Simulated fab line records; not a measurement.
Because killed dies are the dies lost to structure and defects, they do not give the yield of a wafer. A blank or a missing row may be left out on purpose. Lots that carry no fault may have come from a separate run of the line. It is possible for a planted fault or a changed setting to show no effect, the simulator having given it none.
A single fault, viewed from 2 desks | flow n5_finfet | what lay behind the numbers comes last; until then each desk has only its own

THE METROLOGY DESK
What the gauges read, lot by lot, whatever tool the lot ran on: means of the sampled wafers that have a number. A lot is out of limits, marked OUT, if its mean lies more than 4 standard deviations from the usual mean; the brackets give that distance. 7 of its 13 readings are shown: the first one out of limits and those lying furthest out on some lot.
Columns: A = cd_nm at N5_PMOS_HMC_CHANNEL_EPI_CD_MEAS_09, usual 238.2 nm; B = CJ_N at N5_BEOL_M4_RC_MEAS_101, usual 4.32; C = DIBL_N at N5_BEOL_M4_RC_MEAS_101, usual 35.9 mV/V; D = DIBL_P at N5_BEOL_M4_RC_MEAS_101, usual 35.8 mV/V; E = IOFF_N at N5_BEOL_M4_RC_MEAS_101, usual 0.15 nA/um; F = RS_PWELL at N5_BEOL_M4_RC_MEAS_101, usual 3009 ohm/sq; G = SS_P at N5_BEOL_M4_RC_MEAS_101, usual 73.1 mV/dec
lot  | first seen here | A     | B               | C    | D    | E    | F    | G
L553 | day 2 11:23     | 240.0 | 4.34            | 38.4 | 36.7 | 0.20 | 2968 | 72.8
L555 | day 2 23:29     | 239.5 | 4.31            | 35.2 | 34.8 | 0.14 | 3019 | 72.7
L556 | day 3 05:52     | 238.0 | 4.26            | 37.6 | 37.2 | 0.18 | 2986 | 72.7
L557 | day 3 11:31     | 238.0 | 4.02 (-4.1) OUT | 38.4 | 39.5 | 0.21 | 2934 | 73.9
L558 | day 3 17:31     | 237.1 | 4.34            | 35.6 | 37.1 | 0.15 | 3031 | 72.9
L559 | day 4 00:37     | 237.8 | 3.99 (-4.4) OUT | 34.9 | 34.9 | 0.15 | 2949 | 73.3
L565 | day 5 10:59     | 239.1 | 4.29            | 35.5 | 37.8 | 0.17 | 3051 | 74.1
L569 | day 6 11:28     | 238.9 | 4.30            | 34.1 | 33.8 | 0.14 | 2987 | 72.6
L570 | day 6 17:11     | 239.5 | 4.30            | 36.4 | 36.2 | 0.16 | 2998 | 73.1
L572 | day 7 07:08     | 238.0 | 4.31            | 35.8 | 36.0 | 0.15 | 3037 | 73.7
This desk's result: L557, L559 out of limits, first on L557 (CJ_N at N5_BEOL_M4_RC_MEAS_101), day 10 00:35. L553, L555, L556, L558, L565, L569, L570, L572 stayed within limits.

FOR THE TOOL OWNER'S DESK: implanter-01
The tool's own readings at N5_WELL_APT_IMPLANT_32, given as means over the sampled wafers that have a number, one for each lot that went through this tool. A lot is out of limits, marked OUT, if its mean lies more than 4 standard deviations from the usual mean; the brackets give that distance.
Columns: A = beam_energy_keV at N5_WELL_APT_IMPLANT_32, usual 50.000
lot  | first seen here | A
L553 | day 2 09:22     | 49.981
L555 | day 2 21:33     | 49.986
L557 | day 3 09:19     | 54.897 (+99 or more) OUT
L559 | day 3 21:38     | 54.917 (+99 or more) OUT
L572 | day 7 05:20     | 49.991
Finding of this desk: L557, L559 out of limits; the first was L557 at day 3 09:19, on beam_energy_keV at N5_WELL_APT_IMPLANT_32. L553, L555, L572 stayed within limits.

PUT TOGETHER
On L557, L559, at day 3 09:19, an alarm was possible from the tool owner's desk.
Metrology desk: alarm possible at day 10 00:35 on L557, L559.
The lots listed all ran N5_WELL_APT_IMPLANT_32 on implanter-01.

WHAT WAS PUT IN BY THE SIMULATOR
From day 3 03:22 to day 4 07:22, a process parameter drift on implanter-01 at N5_WELL_APT_IMPLANT_32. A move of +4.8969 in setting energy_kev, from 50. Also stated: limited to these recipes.
Struck lots among those shown: L557, L559.
Fault start to first reading out of limits, in hours, per desk: tool owner, 6; metrology, 165.
